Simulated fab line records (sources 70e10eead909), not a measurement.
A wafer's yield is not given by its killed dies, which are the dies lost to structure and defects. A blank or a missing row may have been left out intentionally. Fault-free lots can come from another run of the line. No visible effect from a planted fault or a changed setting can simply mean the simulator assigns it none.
Struck lot and sound lot, side by side :: flow nandHarc :: 25 steps out of a route of 1302
Sound: these wafers, L834.1, L834.5, L834.6. The struck wafers were L841.1, L841.3, L841.6. The cause is named last.
Order at every step that has rows: each side's tool, ch and its chambers, its first start. Under that, the readings that differ: sound wafers :: struck wafers :: difference of the means :: sigmas: that difference in standard deviations of wafers without a fault.
alike: readings whose means differ by less than 2 such deviations, and words and numbers that are the same on both sides. not compared: withheld readings, readings that some wafer has no value for, bounds like >300 that may hide the same value, and numbers for which the record gives no deviation and whose values overlap.
Wherever a step has rows on one side only, a row that says differs or no value, or a row with sigmas, the two part there. Numbers that don't overlap but have no deviation are shown without sigmas and don't part them. A reading missing from all wafers of one side parts the sides only when that side holds two or more wafers.

first, 4 steps without rows for these wafers: NHARC_P_GATE_PRECLEAN_71 (cleans in SC1); NHARC_P_GATE_SRD_72; NHARC_P_GATE_OXIDE_16 (material SiO2, target thk 3 nm, ox time 392 s); NHARC_P_GATE_CVD_17 (deposits poly-Si, target thk 150 nm, time 900 s).
NHARC_P_GATE_HM_DEP_102: deposits aC, target thk 120 nm.
  sound on aclDep-02 ch 0, day 7 05:56; struck on aclDep-01 ch 0, day 9 23:23
  alike: throttleValvePct
NHARC_P_GATE_DEP_103: deposits SiON, target thk 30 nm.
  sound on pecvd-02 ch 1,2, day 7 06:38; struck on pecvd-03 ch 0,1,2, day 10 00:05
  alike: heaterPowerW
then, 6 steps without rows for these wafers: NHARC_P_GATE_DEHYDRATE_18 (time 120 s); NHARC_P_GATE_HMDS_19 (time 30 s); NHARC_P_GATE_COAT_20 (resist thk 90 nm); NHARC_P_GATE_SOFTBAKE_21 (time 55 s); NHARC_P_GATE_EBR_22; NHARC_P_GATE_EXPOSE_23 (exposes mask P GATE, target cd 120 nm).
NHARC_P_GATE_PEB_24: peb time 65 s.
  sound on lithoTrack-04 ch 0, day 7 07:13; struck on lithoTrack-01 ch 0, day 10 00:40
reading: heaterPowerTotalW (W)
sound: 157.2 155.9 156.1
struck: 151.9 151.1 151.7
difference: -4.8
sigmas: -12

reading: plateTempC (C)
sound: 99.98 100.24 99.97
struck: 97.63 97.85 97.70
difference: -2.34
sigmas: -19
then, 1 step without rows for these wafers: NHARC_P_GATE_DEVELOP_25 (develop time 35 s).
NHARC_P_GATE_CD_MEAS_26: target cd 120 nm.
  sound on cdSem-03 ch 0, day 7 07:17; struck on cdSem-03 ch 0, day 10 00:44
reading: cdNm (nm)
sound: 120.8 120.8 120.1
struck: 129.7 128.2 128.2
difference: +8.1
sigmas: +12
NHARC_P_GATE_OVL_MEAS_27:
  sound: overlay-01 at day 7 07:23; struck: overlay-02 at day 10 00:50
  alike: overlayXNm, overlayYNm
NHARC_P_GATE_INSPECT_28:
  sound: defectInspect-02 at day 7 07:25; struck: defectInspect-01 at day 10 00:52
  alike: rawDefectCount
NHARC_P_GATE_DESCUM_31: chemistry O2, time 3 s.
  sound on rieDiel-07 ch 0,1,2, day 7 07:30; struck on rieDiel-07 ch 0,1,3, day 10 00:55
reading: model.P_GATE.cdNm (nm)
sound: 120.7 120.8 120.9
struck: 129.6 128.8 128.5
difference: +8.2
sigmas: 
  alike: chamberPressureMTorr, drypumpMotorCurrentA, oesProductAu, rfVppV, showerheadPlenumPTorr, throttleValvePct
  not compared: rfHoursCounterH
NHARC_P_GATE_ETCH_104: etches the open film in CF4/CHF3, target depth 60 nm.
  sound on rieDiel-07 ch 0,2,3, day 7 07:34; struck on rieDiel-07 ch 1,2, day 10 01:01
  alike: chamberPressureMTorr, drypumpMotorCurrentA, oesProductAu, rfVppV, showerheadPlenumPTorr, throttleValvePct
NHARC_P_GATE_HM_OPEN_105: chemistry O2/COS, target depth 360 nm.
  sound: rieDiel-07 ch 1,2,3; struck: rieDiel-07 ch 0,1
  alike: chamberPressureMTorr, drypumpMotorCurrentA, oesProductAu, rfVppV, showerheadPlenumPTorr, throttleValvePct
  not compared: rfHoursCounterH
then, 1 step without rows for these wafers: NHARC_P_GATE_STRIP_106 (strips in O2/COS).
NHARC_P_GATE_ETCH_114: etches the open film in CF4/O2, target depth 30 nm, overetch 3 nm, time 16.5 s.
  sound: rieDiel-07 ch 0,1; struck: rieDiel-07 ch 2,3
  alike: chamberPressureMTorr, drypumpMotorCurrentA, oes_f_703_au, oesProductAu, rfVppV, showerheadPlenumPTorr, throttleValvePct
  not compared: rfHoursCounterH
NHARC_P_GATE_ETCH_32: etches the open film in HBr/Cl2, target depth 150 nm, time 100.1 s.
  sound on rieSi-02 ch 2,3, day 7 07:56; struck on rieSi-06 ch 1,3, day 10 01:23
reading: model.P_GATE.cdNm (nm)
sound: 118.7 121.8 124.1
struck: 129.9 131.4 130.3
difference: +9.0
sigmas: 
  alike: chamberPressureMTorr, drypumpMotorCurrentA, heBacksideLeakSccm, oesProductAu, throttleValvePct
  not compared: rfHoursCounterH
then, 2 steps without rows for these wafers: NHARC_P_GATE_STRIP_108 (strips in O2); NHARC_END_SORT_01.

WHERE THEY PART
At NHARC_P_GATE_PEB_24 first; at NHARC_P_GATE_CD_MEAS_26 last (within this record only). Later steps at which nothing parts them and some readings are alike: NHARC_P_GATE_OVL_MEAS_27, NHARC_P_GATE_INSPECT_28, NHARC_P_GATE_DESCUM_31, NHARC_P_GATE_ETCH_104, NHARC_P_GATE_HM_OPEN_105, NHARC_P_GATE_ETCH_114, NHARC_P_GATE_ETCH_32.

WHY: what had been put in by the simulator
Drift in process parameters on lithoTrack-01 at NHARC_P_GATE_PEB_24, starting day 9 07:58. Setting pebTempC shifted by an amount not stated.
